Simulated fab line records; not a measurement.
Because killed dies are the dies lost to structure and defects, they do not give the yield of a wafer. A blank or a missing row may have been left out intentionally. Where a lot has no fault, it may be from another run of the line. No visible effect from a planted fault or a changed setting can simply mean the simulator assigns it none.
fab line records    flow nand_harc
record lots=6  wafers=18  last_day=25
route steps=1159 shown A_STAIRCASE@580 END@1159
lots with no fault: from the same line, run without faults
start_h: hours from the record's first day to the start of the lot's first wafer shown    wait_h: how many hours have passed since the lot's step before this one    " the same as in the row above    L1.1+2: one row covering several wafers at once    - no value present, or no start provided    * or withheld: withheld    < > ~ a bound
route shown NAME@n: NAME is a module with steps in the file, n the number in the route of the first one    usual: average and standard deviation across the fault-free wafers    same: alike in all rows    chamber/n: place in a boat    sites: the reading at each site    _std_site: their standard deviation    _edge_site: the outer-site mean with the inner-site mean subtracted    radius_mm: for every site, how far away it sits from the centre of the wafer    mask NAME#n: copy n    behind: the last tool/chamber to shape the wafer    hold: the reason the lot was held/the length of the hold in hours/how it ended    device: names the non-switching transistor (n, p or np)    end of line: the tests these same wafers got at the end of their route    a step without rows: its recipe alone    killed: count of dies lost to structure and defects at first sort (not the wafer's yield)    map: per-die view of a wafer (x killed, . not killed, _ where there is no die)
set.NAME: the run value of the setting; set.NAME@STEP: its run value at that earlier step    model.NAME: the simulator's own value behind a step, which no gauge read
a table for each step, a row for each wafer; lots at some steps of the route
services: a tool's chamber out of use, with start hour (start_h, from the record's first day; less than 0 if before it), hours out, and reason
## steps
# step NHARC_A_STAIRCASE_DESCUM_186
# recipe time_s=3  o2_flow_sccm=200  ar_flow_sccm=0  bias_power_w=0  chemistry=O2
# usual drypump_motor_current_A=5.7/0.47  oes_product_au=1.003/0.016  rf_vpp_V=57.9/0.89  showerhead_plenum_p_Torr=1.91/0.1  throttle_valve_pct=11.311/0.0086
lot.wafer  tool         chamber  start_h  wait_h  drypump_motor_current_A  oes_product_au  rf_hours_counter_h  rf_vpp_V  showerhead_plenum_p_Torr  throttle_valve_pct
L527.3     rie_diel-11  0        233.35   -       6.1                      1.006           15                  59.0      1.94                      11.306
L527.1     "            3        "        "       5.9                      1.009           15                  57.9      1.90                      11.308
L527.6     "            1        "        "       5.2                      0.967           -                   59.0      1.80                      11.313
L532.1     rie_diel-10  3        273.25   -       6.0                      0.991           42                  58.0      1.97                      11.317
L532.2     "            1        "        "       6.3                      0.988           41                  56.1      1.76                      11.299
L532.6     "            3        "        "       6.0                      0.991           -                   58.7      1.97                      11.308
L539.2     rie_diel-11  2        323.48   -       6.5                      0.988           24                  58.0      1.94                      11.313
L539.1     "            3        "        "       5.9                      0.991           48                  57.5      1.88                      11.313
L539.6     "            1        "        "       5.2                      0.975           -                   57.5      1.79                      11.311
L545.2     rie_diel-13  1        350.71   -       5.6                      0.997           27                  57.4      1.85                      11.325
L545.4     "            2        "        "       5.4                      0.994           25                  58.3      2.00                      11.313
L545.1     "            0        "        "       5.3                      1.017           26                  57.1      2.07                      11.302
L548.2     rie_diel-13  3        379.93   -       5.0                      1.028           34                  59.2      1.79                      11.328
L548.6     "            0        "        "       5.2                      1.024           -                   58.1      2.06                      11.295
L548.5     "            1        "        "       5.6                      1.012           -                   57.9      1.85                      11.308
L549.2     rie_diel-10  1        391.70   -       6.3                      0.995           11                  57.2      2.07                      11.301
L549.1     "            0        "        "       6.3                      0.997           11                  58.4      2.02                      11.316
L549.5     "            1        "        "       6.3                      0.989           -                   58.2      2.07                      11.305
# step NHARC_A_STAIRCASE_TRIM_187
# recipe time_s=211.2  o2_flow_sccm=500  ar_flow_sccm=0  bias_w=0  chemistry=O2
# step NHARC_A_STAIRCASE_ETCH_188
# recipe target_depth_a=1000  time_s=40.5  ion_energy_ev=400  c4f8_flow_sccm=20  o2_flow_sccm=10  ar_flow_sccm=withheld  rf_w=600  bias_w=1000  chemistry=C4F8/O2
# step NHARC_A_STAIRCASE_TRIM_189
# recipe time_s=211.2  o2_flow_sccm=500  ar_flow_sccm=0  bias_w=0  chemistry=O2
# step NHARC_A_STAIRCASE_ETCH_190
# recipe target_depth_a=1000  time_s=40.5  ion_energy_ev=400  c4f8_flow_sccm=20  o2_flow_sccm=10  ar_flow_sccm=withheld  rf_w=600  bias_w=1000  chemistry=C4F8/O2
# usual oes_product_au=0.942/0.019  rf_fwd_power_W=592.7/2.9  rf_vpp_V=896/6.5
lot.wafer  tool         chamber  start_h  wait_h  oes_product_au  rf_fwd_power_W  rf_hours_counter_h  rf_vpp_V
L527.3     rie_diel-11  1        -        -       0.887           590.8           18                  889
L527.1     "            3        "        "       0.936           592.7           18                  895
L527.6     "            3        "        "       0.939           591.3           -                   897
L532.2     rie_diel-10  1        -        -       0.939           593.9           42                  887
L532.1     "            3        "        "       0.946           586.3           42                  899
L532.6     "            1        "        "       0.947           594.9           -                   888
L539.1     rie_diel-11  0        -        -       0.926           590.2           50                  896
L539.2     "            2        "        "       0.935           593.8           25                  898
L539.6     "            0        "        "       0.944           589.7           -                   898
L545.4     rie_diel-13  1        -        -       0.920           594.5           27                  892
L545.1     "            3        "        "       0.942           592.2           25                  888
L545.2     "            0        "        "       0.938           590.7           26                  906
L548.2     rie_diel-13  1        -        -       0.940           593.7           39                  891
L548.5     "            1        "        "       0.934           593.8           -                   892
L548.6     "            2        "        "       0.917           592.1           -                   901
L549.1     rie_diel-10  2        -        -       0.957           595.2           11                  892
L549.2     "            1        "        "       0.932           592.3           11                  906
L549.5     "            2        "        "       0.951           594.8           -                   892
# step NHARC_A_STAIRCASE_TRIM_191
# recipe time_s=211.2  o2_flow_sccm=500  ar_flow_sccm=0  bias_w=0  chemistry=O2
# usual drypump_motor_current_A=5.7/0.46  oes_product_au=1.004/0.017  rf_vpp_V=57.7/0.91  showerhead_plenum_p_Torr=3.52/0.17  throttle_valve_pct=17.038/0.0095
lot.wafer  tool         chamber  start_h  wait_h  drypump_motor_current_A  oes_product_au  rf_hours_counter_h  rf_vpp_V  showerhead_plenum_p_Torr  throttle_valve_pct
L527.3     rie_diel-11  0        -        -       6.1                      1.000           18                  57.0      3.58                      17.031
L527.1     "            3        "        "       5.9                      1.005           18                  57.5      3.50                      17.043
L527.6     "            3        "        "       5.9                      0.991           -                   59.1      3.50                      17.049
L532.2     rie_diel-10  2        -        -       5.6                      1.004           39                  57.2      3.42                      17.023
L532.1     "            3        "        "       6.0                      0.997           42                  57.1      3.62                      17.022
L532.6     "            1        "        "       6.3                      0.997           -                   57.2      3.27                      17.031
L539.2     rie_diel-11  1        -        -       5.2                      0.973           51                  56.3      3.32                      17.047
L539.1     "            3        "        "       5.9                      1.001           48                  57.6      3.48                      17.043
L539.6     "            2        "        "       6.5                      0.988           -                   58.5      3.57                      17.034
L545.4     rie_diel-13  1        -        -       5.6                      0.996           27                  56.4      3.42                      17.031
L545.2     "            2        "        "       5.4                      1.000           26                  58.0      3.67                      17.040
L545.1     "            0        "        "       5.2                      1.025           26                  59.4      3.79                      17.018
L548.2     rie_diel-13  1        -        -       5.6                      0.995           39                  56.2      3.42                      17.052
L548.6     "            1        "        "       5.6                      1.002           -                   58.1      3.42                      17.050
L548.5     "            2        "        "       5.4                      0.989           -                   59.0      3.66                      17.050
L549.1     rie_diel-10  0        -        -       6.3                      1.004           12                  59.1      3.71                      17.042
L549.2     "            1        "        "       6.3                      0.995           12                  59.3      3.80                      17.051
L549.5     "            2        "        "       5.6                      1.024           -                   56.3      3.40                      17.031
# step NHARC_A_STAIRCASE_ETCH_192
# recipe target_depth_a=1000  time_s=40.5  ion_energy_ev=400  c4f8_flow_sccm=20  o2_flow_sccm=10  ar_flow_sccm=withheld  rf_w=600  bias_w=1000  chemistry=C4F8/O2
# step NHARC_A_STAIRCASE_TRIM_193
# recipe time_s=211.2  o2_flow_sccm=500  ar_flow_sccm=0  bias_w=0  chemistry=O2
# step NHARC_A_STAIRCASE_ETCH_194
# recipe target_depth_a=1000  time_s=40.5  ion_energy_ev=400  c4f8_flow_sccm=20  o2_flow_sccm=10  ar_flow_sccm=withheld  rf_w=600  bias_w=1000  chemistry=C4F8/O2
# usual oes_product_au=0.943/0.014  rf_fwd_power_W=592.8/2.9  rf_vpp_V=896/6.3
lot.wafer  tool         chamber  start_h  wait_h  oes_product_au  rf_fwd_power_W  rf_hours_counter_h  rf_vpp_V
L527.1     rie_diel-11  3        -        -       0.944           592.5           19                  896
L527.3     "            1        "        "       0.901           591.0           19                  889
L527.6     "            0        "        "       0.919           587.5           -                   898
L532.2     rie_diel-10  1        -        -       0.947           595.8           42                  886
L532.1     "            3        "        "       0.944           584.9           42                  899
L532.6     "            2        "        "       0.951           593.7           -                   891
L539.1     rie_diel-11  3        -        -       0.944           596.8           49                  894
L539.2     "            1        "        "       0.917           591.8           52                  889
L539.6     "            3        "        "       0.943           596.5           -                   894
L545.4     rie_diel-13  0        -        -       0.953           594.1           27                  904
L545.2     "            1        "        "       0.930           594.9           27                  893
L545.1     "            2        "        "       0.942           591.1           26                  901
L548.2     rie_diel-13  2        -        -       0.929           591.3           39                  900
L548.6     "            1        "        "       0.941           591.9           -                   891
L548.5     "            2        "        "       0.923           592.1           -                   901
L549.1     rie_diel-10  0        -        -       0.940           592.7           12                  902
L549.2     "            3        "        "       0.946           584.0           8                   897
L549.5     "            0        "        "       0.952           595.9           -                   903
# step NHARC_A_STAIRCASE_TRIM_196
# recipe time_s=211.2  o2_flow_sccm=500  ar_flow_sccm=0  bias_w=0  chemistry=O2
# usual drypump_motor_current_A=5.8/0.45  oes_product_au=1.000/0.013  rf_vpp_V=57.7/0.92  showerhead_plenum_p_Torr=3.51/0.15  throttle_valve_pct=17.035/0.01
lot.wafer  tool         chamber  start_h  wait_h  drypump_motor_current_A  oes_product_au  rf_hours_counter_h  rf_vpp_V  showerhead_plenum_p_Torr  throttle_valve_pct
L527.3     rie_diel-10  3        237.92   0.1     6.0                      0.995           27                  56.6      3.63                      17.044
L527.1     "            2        "        "       5.6                      1.003           24                  56.9      3.43                      17.038
L527.6     "            2        "        "       5.6                      1.010           -                   58.3      3.43                      17.027
L532.2     rie_diel-11  3        274.35   0.1     5.9                      1.003           30                  58.5      3.49                      17.036
L532.1     "            2        "        "       6.5                      0.987           6                   57.9      3.58                      17.051
L532.6     "            3        "        "       5.9                      1.001           -                   57.0      3.49                      17.042
L539.1     rie_diel-11  3        324.68   0.1     5.9                      1.004           49                  58.4      3.48                      17.049
L539.2     "            0        "        "       6.1                      1.002           51                  58.3      3.56                      17.037
L539.6     "            3        "        "       5.9                      1.000           -                   56.8      3.48                      17.033
L545.2     rie_diel-11  0        352.13   0.1     6.1                      0.996           61                  57.9      3.55                      17.033
L545.1     "            1        "        "       5.2                      0.969           64                  55.4      3.31                      17.044
L545.4     "            3        "        "       5.9                      1.002           61                  58.2      3.47                      17.031
L548.2     rie_diel-13  3        381.70   0.1     4.9                      1.024           36                  57.3      3.32                      17.039
L548.6     "            2        "        "       5.4                      0.987           -                   58.0      3.66                      17.012
L548.5     "            3        "        "       4.9                      1.031           -                   56.4      3.32                      17.026
L549.2     rie_diel-10  1        393.62   0.1     6.3                      0.994           12                  59.6      3.80                      17.024
L549.1     "            2        "        "       5.6                      1.016           11                  57.7      3.40                      17.034
L549.5     "            2        "        "       5.6                      1.013           -                   56.8      3.40                      17.023
# step NHARC_A_STAIRCASE_ETCH_197
# recipe target_depth_a=1000  time_s=40.5  ion_energy_ev=400  c4f8_flow_sccm=20  o2_flow_sccm=10  ar_flow_sccm=withheld  rf_w=600  bias_w=1000  chemistry=C4F8/O2
# step NHARC_A_STAIRCASE_TRIM_198
# recipe time_s=211.2  o2_flow_sccm=500  ar_flow_sccm=0  bias_w=0  chemistry=O2
# usual drypump_motor_current_A=5.8/0.45  oes_product_au=1.002/0.014  rf_vpp_V=57.8/0.89  showerhead_plenum_p_Torr=3.52/0.16  throttle_valve_pct=17.037/0.0096
lot.wafer  tool         chamber  start_h  wait_h  drypump_motor_current_A  oes_product_au  rf_hours_counter_h  rf_vpp_V  showerhead_plenum_p_Torr  throttle_valve_pct
L527.1     rie_diel-10  3        238.25   -       6.0                      1.001           28                  56.8      3.63                      17.041
L527.3     "            1        "        "       6.3                      1.008           27                  59.5      3.28                      17.034
L527.6     "            3        "        "       6.0                      0.998           -                   57.4      3.63                      17.040
L532.2     rie_diel-11  1        274.66   -       5.2                      0.975           32                  58.0      3.33                      17.034
L532.1     "            2        "        "       6.5                      0.990           6                   58.4      3.58                      17.031
L532.6     "            3        "        "       5.9                      0.999           -                   56.1      3.49                      17.041
L539.1     rie_diel-11  0        325.02   -       6.1                      1.193           51                  57.4      3.56                      17.039
L539.2     "            1        "        "       5.2                      1.158           52                  57.9      3.32                      17.049
L539.6     "            2        "        "       6.5                      1.007           -                   58.5      3.57                      17.028
L545.2     rie_diel-11  0        352.41   -       6.1                      1.187           61                  59.0      3.55                      17.015
L545.4     "            1        "        "       5.2                      0.979           64                  56.7      3.31                      17.038
L545.1     "            2        "        "       6.5                      1.164           38                  58.7      3.56                      17.042
L548.2     rie_diel-13  0        381.98   -       5.3                      1.022           37                  57.9      3.79                      17.032
L548.6     "            3        "        "       5.0                      1.013           -                   56.8      3.32                      17.043
L548.5     "            0        "        "       5.3                      1.015           -                   58.1      3.79                      17.048
L549.1     rie_diel-10  2        393.89   -       5.5                      1.014           12                  57.8      3.40                      17.044
L549.2     "            3        "        "       6.0                      1.014           8                   58.2      3.60                      17.039
L549.5     "            2        "        "       5.6                      1.014           -                   57.9      3.40                      17.032
# step NHARC_A_STAIRCASE_ETCH_199
# recipe target_depth_a=1000  time_s=40.5  ion_energy_ev=400  c4f8_flow_sccm=20  o2_flow_sccm=10  ar_flow_sccm=withheld  rf_w=600  bias_w=1000  chemistry=C4F8/O2
# step NHARC_END_SORT_01
# recipe temp_c=25
# usual killed_at_array=27/10  killed_at_other=0.6/0.83  killed_at_periphery=2.4/1.8  killed_dies=30/10  killed_open=3.3/1.7  killed_short=1.8/1.4
# same gross_dies=677
lot.wafer  tool       chamber  start_h  wait_h  killed_at_array  killed_at_other  killed_at_periphery  killed_dies  killed_open  killed_short
L539.1     prober-02  0        509.11   2.5     48               0                0                    48           1            2
L539.2     prober-02  0        509.91   2.8     28               0                2                    30           4            2
L545.1     prober-01  0        551.70   2.5     50               0                4                    54           4            1
L545.2     prober-01  0        552.49   2.8     75               0                3                    78           6            0
# killed by level:class
L539.1 A_CHANNEL_HOLE_D1:chamber_film_flake=17 A_STAIRCASE:area_trim=14 A_CONTACT:chamber_film_flake=5 A_STAIRCASE:chamber_film_flake=4 A_WL_FILL:chamber_film_flake=4 A_ONON_D1:geometric_particle:short=2 A_SGD_CUT:geometric_particle:open=1 A_CHANNEL_FILL_D1:chamber_film_flake=1
L539.2 A_CHANNEL_HOLE_D1:chamber_film_flake=15 A_CONTACT:chamber_film_flake=6 A_WL_FILL:chamber_film_flake=2 P_CONTACT:geometric_particle:short=1 P_CONTACT:geometric_particle:open=1 A_ONON_D1:geometric_particle:open=1 A_WL_FILL:geometric_particle:open=1 A_CONTACT:geometric_particle:short=1
L545.1 A_CHANNEL_HOLE_D1:chamber_film_flake=20 A_SLIT:chamber_film_flake=15 A_STAIRCASE:area_trim=9 P_M0:geometric_particle:open=2 A_CONTACT:geometric_particle:open=2 P_GATE:chamber_film_flake=2 A_STAIRCASE:chamber_film_flake=2 A_WL_FILL:geometric_particle:short=1
L545.2 A_CHANNEL_HOLE_D1:chamber_film_flake=27 A_STAIRCASE:area_trim=23 A_SLIT:chamber_film_flake=14 A_STAIRCASE:chamber_film_flake=5 A_CONTACT:geometric_particle:open=3 P_CONTACT:geometric_particle:open=1 P_M0:geometric_particle:open=1 A_M0:geometric_particle:open=1
## services
tool         chamber  start_h  hours  kind
rie_diel-13  3        214.06   10.1   repair
rie_diel-11  0        223.21   -      clean
rie_diel-11  1        223.21   -      clean
rie_diel-11  2        223.21   -      clean
rie_diel-11  3        223.21   -      clean
rie_diel-11  -        237.80   0.4    repair
rie_diel-11  0        247.79   -      clean
rie_diel-11  1        247.79   -      clean
rie_diel-11  2        247.79   -      clean
rie_diel-11  3        247.79   -      clean
rie_diel-11  0        272.29   -      clean
rie_diel-11  1        272.29   -      clean
rie_diel-11  2        272.29   -      clean
rie_diel-11  3        272.29   -      clean
rie_diel-13  -        276.00   9.0    pm
rie_diel-11  0        296.81   -      clean
rie_diel-11  1        296.81   -      clean
rie_diel-11  2        296.81   -      clean
rie_diel-11  3        296.81   -      clean
rie_diel-11  0        321.31   -      clean
rie_diel-10  2        344.04   9.2    repair
rie_diel-10  -        353.50   9.0    pm
rie_diel-11  -        366.65   9.0    pm
rie_diel-10  3        373.61   6.9    repair
## key
first_sign step=NHARC_A_STAIRCASE_TRIM_198  reading=oes_product_au  direction=up  sigmas=12  usual=1.002  struck=1.175
effect step=NHARC_END_SORT_01  reading=killed_at_array  direction=up  sigmas=2.3  usual=27  struck=50  wafers_moved=1
met_at NHARC_A_STAIRCASE_TRIM_198
struck_wafers L539.1,L539.2,L545.1,L545.2
tester_left_out L539,L545
onset_between 274.66 325.02
fault kind=process_parameter_drift  tool=rie_diel-11  chamber=-  onset_h=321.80  steps=NHARC_A_STAIRCASE_TRIM_198  channel=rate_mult  offset=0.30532  shape=step  end_h=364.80  scope=struck_wafers_only
# tester_left_out: of these lots the tester's yield and bins aren't shown, on N5 and GAA mostly nor the transistor test; their killed dies are dies lost to structure and defects alone, not to doping, threshold or leakage, so they don't give the yield
